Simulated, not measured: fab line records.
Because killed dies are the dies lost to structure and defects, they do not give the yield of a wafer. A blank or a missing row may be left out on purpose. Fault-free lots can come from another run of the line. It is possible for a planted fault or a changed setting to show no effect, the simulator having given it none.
Chamber matching -- flow n5-finfet -- N5_BEOL_M8_ILD_DEP_00 on pecvd-03 has 3 sister chambers
The step deposits SiCOH lowk from DEMS/porogen, target thk 179.75 nm, time 33.4 s. 6 wafers are shown with their chamber, then 12 later ones without.

== EACH WAFER AND ITS CHAMBER ==
wafer,chamber,heater-power-w (W),throttle-valve-pct (%)
L088.3,0,282,12.8
L090.1,0,339,13.4
L090.5,1,396,13.8
L091.3,2,186,13.3
L091.5,1,397,13.7
L091.6,2,193,12.9

== WAFERS MISSING THEIR CHAMBER ==
wafer,heater-power-w (W),throttle-valve-pct (%)
L092.3,210,13.1
L092.4,215,13.3
L092.6,325,13.3
L094.1,329,13.2
L094.2,212,13.5
L094.5,257,13.3
L096.2,312,13.2
L096.3,208,13.5
L096.4,319,13.1
L097.2,219,13.4
L097.4,224,13.0
L097.5,372,13.7

== EACH ONE'S CHAMBER ==
wafer,from the rows above,in truth
L092.3,2,2
L092.4,2,2
L092.6,0,0
L094.1,0,0
L094.2,2,2
L094.5,can't be placed: 0 or 2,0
L096.2,0,0
L096.3,2,2
L096.4,0,0
L097.2,2,2
L097.4,2,2
L097.5,1,1
Correctly placed: 11 of 12. Can't be placed from these rows: 1 (the true chamber is among the candidates in 1). Number placed wrongly: 0.
How it was worked out, from the rows above alone: a wafer's distance from a chamber is the root of the sum, over the readings, of the square of ((its reading less the chamber's mean) divided by the reading's scatter). If the next closest chamber is less than 2 further off than the closest, the wafer can't be placed; otherwise it belongs to the closest. A chamber's mean is the mean of its shown wafers. The scatter is the square root of a quotient: the sum, over the shown wafers, of each reading's squared deviation from its chamber's mean, divided by wafers minus chambers.
